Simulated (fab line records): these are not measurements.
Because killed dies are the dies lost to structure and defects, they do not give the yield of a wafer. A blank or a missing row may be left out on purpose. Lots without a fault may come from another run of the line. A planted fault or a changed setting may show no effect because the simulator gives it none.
Matching of chambers	flow n5-finfet	N5_BEOL_M5_PECVD_70 on pecvd-04: 3 sister chambers
The step deposits SiO2 from TEOS/O2, target thk 16 nm, time 18 s. 6 wafers are shown with their chamber, then 8 later ones without.

WAFERS WITH THEIR CHAMBER
wafer	chamber	showerhead-plenum-p-Torr (Torr)	throttle-valve-pct (%)
L188.1	2	8.73	23.2
L188.4	2	8.72	22.9
L194.1	0	8.70	22.8
L195.5	1	8.89	22.0
L195.6	0	8.70	22.9
L200.2	1	8.88	22.1

WAFERS WITHOUT THEIR CHAMBER
wafer	showerhead-plenum-p-Torr (Torr)	throttle-valve-pct (%)
L200.3	8.69	23.0
L200.6	8.70	22.9
L201.1	8.70	23.0
L201.2	8.74	23.4
L201.5	8.68	23.1
L206.1	8.69	23.0
L206.4	8.86	22.1
L206.6	8.73	23.4

WHICH CHAMBER EACH WENT THROUGH
wafer	from the rows above	in truth
L200.3	0	0
L200.6	0	0
L201.1	0	0
L201.2	2	2
L201.5	0	0
L206.1	0	0
L206.4	1	1
L206.6	2	2
Placed correctly: 8 of 8. Not placeable from these rows: 0. Number placed wrongly: 0.
How it was worked out, from the rows above alone: a wafer's distance from a chamber is the root of the sum, over the readings, of the square of ((its reading less the chamber's mean) divided by the reading's scatter). The wafer belongs to the nearest chamber; if the next one is less than 2 further off, it can't be placed. The mean given for a chamber averages the wafers shown for that chamber. The scatter is the square root of a quotient: the sum, over the shown wafers, of each reading's squared deviation from its chamber's mean, divided by wafers minus chambers.
